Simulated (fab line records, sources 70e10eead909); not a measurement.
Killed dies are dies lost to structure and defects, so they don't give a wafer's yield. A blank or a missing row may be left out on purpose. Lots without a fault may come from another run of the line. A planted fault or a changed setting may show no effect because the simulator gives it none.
Which tool did it? | flow nand_harc | 24 lots, 72 wafers sampled, at 5 steps of a route of 1302

WHAT THE GAUGES READ, wafer by wafer
NHARC_P_STI_CD_MEAS_16. Usual: cd_nm 200.3 nm, standard deviation 1.4.
lot  | measured     | on        | cd_nm (nm)        | flag
L074 | day 2 20:45  | cd_sem-01 | 199.0 199.9 199.3 |
L075 | day 3 07:21  | cd_sem-02 | 200.8 201.7 198.9 |
L076 | day 3 17:18  | cd_sem-01 | 199.4 198.6 201.4 |
L077 | day 4 02:42  | cd_sem-03 | 199.7 200.6 198.7 |
L078 | day 4 13:03  | cd_sem-01 | 201.5 199.7 200.8 |
L079 | day 4 23:21  | cd_sem-01 | 198.7 200.6 200.5 |
L080 | day 5 07:04  | cd_sem-02 | 199.2 199.7 201.0 |
L081 | day 5 20:10  | cd_sem-01 | 199.9 199.1 203.0 |
L082 | day 6 05:36  | cd_sem-02 | 199.2 200.9 200.1 |
L083 | day 6 15:35  | cd_sem-02 | 201.3 200.3 202.4 |
L084 | day 6 23:34  | cd_sem-02 | 197.8 199.9 204.3 |
L085 | day 7 11:26  | cd_sem-01 | 201.4 202.9 203.5 |
L086 | day 7 19:42  | cd_sem-03 | 200.8 199.2 199.3 |
L087 | day 8 06:45  | cd_sem-01 | 198.9 202.5 200.5 |
L088 | day 8 18:52  | cd_sem-01 | 201.9 200.2 201.0 |
L089 | day 9 02:19  | cd_sem-02 | 200.3 201.9 203.5 |
L090 | day 9 14:02  | cd_sem-01 | 201.0 201.0 198.8 |
L091 | day 9 23:19  | cd_sem-02 | 201.7 200.7 200.6 |
L092 | day 10 10:22 | cd_sem-01 | 202.0 199.2 201.0 |
L093 | day 10 21:40 | cd_sem-01 | 200.6 200.6 201.3 |
L094 | day 11 06:22 | cd_sem-03 | 199.7 199.9 200.5 |
L095 | day 11 13:11 | cd_sem-03 | 198.9 200.0 199.4 |
L097 | day 12 11:51 | cd_sem-03 | 197.8 198.9 197.6 |
L096 | day 13 05:44 | cd_sem-01 | 200.8 199.7 199.0 |

NHARC_P_GATE_CD_MEAS_33. Usual: cd_nm 120.5 nm, standard deviation 1.9.
lot  | measured     | on        | cd_nm (nm)        | flag
L074 | day 5 03:59  | cd_sem-03 | 121.4 123.0 123.6 |
L075 | day 5 18:50  | cd_sem-03 | 124.0 120.0 122.9 |
L076 | day 5 18:13  | cd_sem-03 | 121.4 123.0 119.8 |
L077 | day 6 05:43  | cd_sem-03 | 122.9 121.7 122.8 |
L078 | day 6 17:01  | cd_sem-01 | 121.1 121.8 122.6 |
L079 | day 7 05:00  | cd_sem-02 | 120.4 120.4 120.9 |
L080 | day 7 13:45  | cd_sem-03 | 119.6 120.4 117.3 |
L081 | day 8 04:38  | cd_sem-01 | 118.9 115.8 118.5 |
L082 | day 8 05:06  | cd_sem-02 | 119.9 121.0 121.0 |
L083 | day 8 19:16  | cd_sem-02 | 118.2 119.7 119.4 |
L084 | day 9 04:06  | cd_sem-03 | 117.3 116.9 121.4 |
L085 | day 9 17:42  | cd_sem-03 | 123.3 123.0 125.0 |
L086 | day 9 21:32  | cd_sem-01 | 117.8 120.1 118.8 |
L087 | day 10 10:07 | cd_sem-01 | 121.5 120.7 121.3 |
L088 | day 11 02:59 | cd_sem-02 | 120.6 122.9 121.3 |
L089 | day 11 03:44 | cd_sem-02 | 121.8 119.6 119.8 |
L090 | day 11 16:41 | cd_sem-03 | 119.5 120.9 117.1 |
L091 | day 12 05:05 | cd_sem-02 | 123.6 120.9 122.6 |
L092 | day 12 18:46 | cd_sem-01 | 120.9 121.3 120.5 |
L093 | day 12 23:27 | cd_sem-02 | 120.4 121.7 121.1 |
L094 | day 13 07:16 | cd_sem-01 | 119.6 120.1 120.6 |
L095 | day 13 15:29 | cd_sem-01 | 117.4 118.4 115.3 |
L097 | day 14 13:17 | cd_sem-01 | 119.0 119.0 118.9 |
L096 | day 15 13:22 | cd_sem-01 | 122.3 124.1 122.0 |

NHARC_P_M1_INSPECT_11. Usual: raw_defect_count 4.2, standard deviation 2.4.
lot  | measured     | on                | raw_defect_count | flag
L074 | day 6 07:30  | defect_inspect-01 | 2 4 2            |
L075 | day 6 22:23  | defect_inspect-01 | 3 3 4            |
L076 | day 6 21:38  | defect_inspect-01 | 2 3 2            |
L077 | day 7 09:23  | defect_inspect-01 | 3 5 3            |
L078 | day 7 22:33  | defect_inspect-01 | 4 6 6            |
L079 | day 8 08:48  | defect_inspect-02 | 7 7 3            |
L080 | day 8 16:44  | defect_inspect-02 | 2 4 5            |
L081 | day 9 08:07  | defect_inspect-01 | 5 5 5            |
L082 | day 9 08:58  | defect_inspect-01 | 2 2 2            |
L083 | day 9 22:34  | defect_inspect-01 | 7 5 8            |
L084 | day 10 07:23 | defect_inspect-02 | 5 6 8            |
L085 | day 10 21:01 | defect_inspect-02 | 3 2 3            |
L086 | day 11 00:38 | defect_inspect-02 | 3 3 2            |
L087 | day 11 13:44 | defect_inspect-02 | 3 8 9            |
L088 | day 12 13:48 | defect_inspect-01 | 4 3 4            |
L089 | day 12 08:10 | defect_inspect-01 | 5 2 3            |
L090 | day 12 20:20 | defect_inspect-02 | 7 1 2            |
L091 | day 13 11:43 | defect_inspect-02 | 3 3 3            |
L092 | day 13 21:57 | defect_inspect-02 | 13 7 8           |
L093 | day 14 02:35 | defect_inspect-01 | 4 4 7            |
L094 | day 14 13:47 | defect_inspect-02 | 2 2 2            |
L095 | day 14 19:34 | defect_inspect-01 | 8 5 6            |
L097 | day 15 17:38 | defect_inspect-01 | 2 0 3            |
L096 | day 16 19:19 | defect_inspect-02 | 8 7 3            |

NHARC_P_BONDPAD_CD_MEAS_13. Usual: cd_nm 500.1 nm, standard deviation 1.4.
lot  | measured     | on        | cd_nm (nm)        | flag
L074 | day 6 16:35  | cd_sem-02 | 501.9 499.3 499.4 |
L075 | day 7 07:27  | cd_sem-03 | 501.1 499.4 500.1 |
L076 | day 7 06:50  | cd_sem-01 | 499.1 500.3 501.4 |
L077 | day 7 18:33  | cd_sem-01 | 500.2 499.5 499.9 |
L078 | day 8 07:38  | cd_sem-01 | 498.4 498.3 499.7 |
L079 | day 8 18:25  | cd_sem-03 | 500.6 501.9 500.4 |
L080 | day 9 01:37  | cd_sem-03 | 499.3 499.4 500.5 |
L081 | day 9 17:10  | cd_sem-01 | 501.5 501.8 499.9 |
L082 | day 9 18:10  | cd_sem-03 | 499.8 498.6 499.1 |
L083 | day 10 07:52 | cd_sem-01 | 500.5 500.9 500.9 |
L084 | day 10 16:34 | cd_sem-02 | 499.7 500.0 500.5 |
L085 | day 11 06:18 | cd_sem-01 | 500.5 500.1 498.8 |
L086 | day 11 09:45 | cd_sem-03 | 502.6 498.8 501.0 |
L087 | day 11 22:54 | cd_sem-03 | 503.7 501.1 501.7 |
L088 | day 12 23:00 | cd_sem-01 | 499.5 498.4 499.2 |
L089 | day 12 17:16 | cd_sem-01 | 498.1 498.5 500.4 |
L090 | day 13 05:41 | cd_sem-03 | 499.4 500.2 498.4 |
L091 | day 13 21:03 | cd_sem-03 | 500.8 503.2 502.3 |
L092 | day 14 07:11 | cd_sem-01 | 498.3 498.2 500.7 |
L093 | day 14 12:24 | cd_sem-03 | 500.6 502.8 500.5 |
L094 | day 14 22:58 | cd_sem-02 | 500.1 499.6 498.4 |
L095 | day 15 04:41 | cd_sem-01 | 498.6 500.6 499.7 |
L097 | day 16 02:52 | cd_sem-03 | 500.4 500.1 500.2 |
L096 | day 17 04:29 | cd_sem-01 | 499.4 500.4 498.6 |

WHICH TOOL RAN EACH LOT (tool, then ch and the chambers of the sampled wafers, then the start)
lot  | NHARC_P_GATE_STRIP_75
L074 | plasma_asher-01 ch 0,1, day 5 16:16
L075 | plasma_asher-01 ch 0,1, day 6 06:32
L076 | plasma_asher-01 ch 0,1, day 6 05:53
L077 | plasma_asher-02 ch 0,1, day 6 17:29
L078 | plasma_asher-02 ch 0,1, day 7 06:51
L079 | plasma_asher-01 ch 0,1, day 7 17:00
L080 | plasma_asher-02 ch 0,1, day 8 01:23
L081 | plasma_asher-02 ch 1, day 8 16:23
L082 | plasma_asher-01 ch 0,1, day 8 17:14
L083 | plasma_asher-02 ch 1, day 9 06:56
L084 | plasma_asher-02 ch 0,1, day 9 15:50
L085 | plasma_asher-01 ch 0,1, day 10 05:38
L086 | plasma_asher-01 ch 0,1, day 10 09:21
L087 | plasma_asher-01 ch 0,1, day 10 21:57
L088 | plasma_asher-01 ch 0,1, day 11 21:01
L089 | plasma_asher-01 ch 0,1, day 11 15:44
L090 | plasma_asher-01 ch 0,1, day 12 04:35
L091 | plasma_asher-01 ch 0,1, day 12 16:47
L092 | plasma_asher-01 ch 0,1, day 13 06:31
L093 | plasma_asher-01 ch 0,1, day 13 11:12
L094 | plasma_asher-02 ch 0,1, day 13 21:13
L095 | plasma_asher-01 ch 0,1, day 14 03:19
L097 | plasma_asher-01 ch 0,1, day 15 01:23
L096 | plasma_asher-01 ch 0, day 16 03:08
- NHARC_P_GATE_STRIP_75: strips in O2.

WHAT THE TOOLS THEMSELVES READ (means of the sampled wafers that have a number; where no wafer has one, the mark that the record gives instead)
NHARC_P_GATE_STRIP_75. Usual: drypump_motor_current_A 5.8 A, standard deviation 0.38; heater_power_w 316 W, standard deviation 45.
lot  | tool            | drypump_motor_current_A (A) | heater_power_w (W) | flag
L074 | plasma_asher-01 | 5.7                         | 317                |
L075 | plasma_asher-01 | 5.7                         | 284                |
L076 | plasma_asher-01 | 5.7                         | 292                |
L077 | plasma_asher-02 | 5.7                         | 376                |
L078 | plasma_asher-02 | 5.7                         | 377                |
L079 | plasma_asher-01 | 5.7                         | 286                |
L080 | plasma_asher-02 | 5.7                         | 378                |
L081 | plasma_asher-02 | 6.6                         | 369                |
L082 | plasma_asher-01 | 5.7                         | 299                |
L083 | plasma_asher-02 | 6.6                         | 362                |
L084 | plasma_asher-02 | 6.1                         | 371                |
L085 | plasma_asher-01 | 5.7                         | 279                |
L086 | plasma_asher-01 | 5.7                         | 298                |
L087 | plasma_asher-01 | 5.7                         | 297                |
L088 | plasma_asher-01 | 5.7                         | 275                |
L089 | plasma_asher-01 | 5.7                         | 300                |
L090 | plasma_asher-01 | 5.7                         | 279                |
L091 | plasma_asher-01 | 5.7                         | 296                |
L092 | plasma_asher-01 | 5.7                         | 301                |
L093 | plasma_asher-01 | 5.7                         | 299                |
L094 | plasma_asher-02 | 5.7                         | 364                |
L095 | plasma_asher-01 | 5.7                         | 297                |
L097 | plasma_asher-01 | 5.7                         | 299                |
L096 | plasma_asher-01 | 5.7                         | 332                |

THE ANSWER, worked out from the rows above alone
Rule: a lot is off if the mean of its wafers that have a number lies more than 3 standard deviations from the usual mean. A lot without any number at a reading at which 4 lots or more have one is off too. The other lots that the step has rows for count as sound. The gauges are gone through in route order, then the tools' own readings, and for those a lot's mean is taken as printed above. The first step at which some lot is off is used, and at that step the reading that is off furthest; a lot without a number counts as furthest.
No lot is off at any reading shown: from this, nothing can be told.

WHAT THE SIMULATOR HAD PUT IN
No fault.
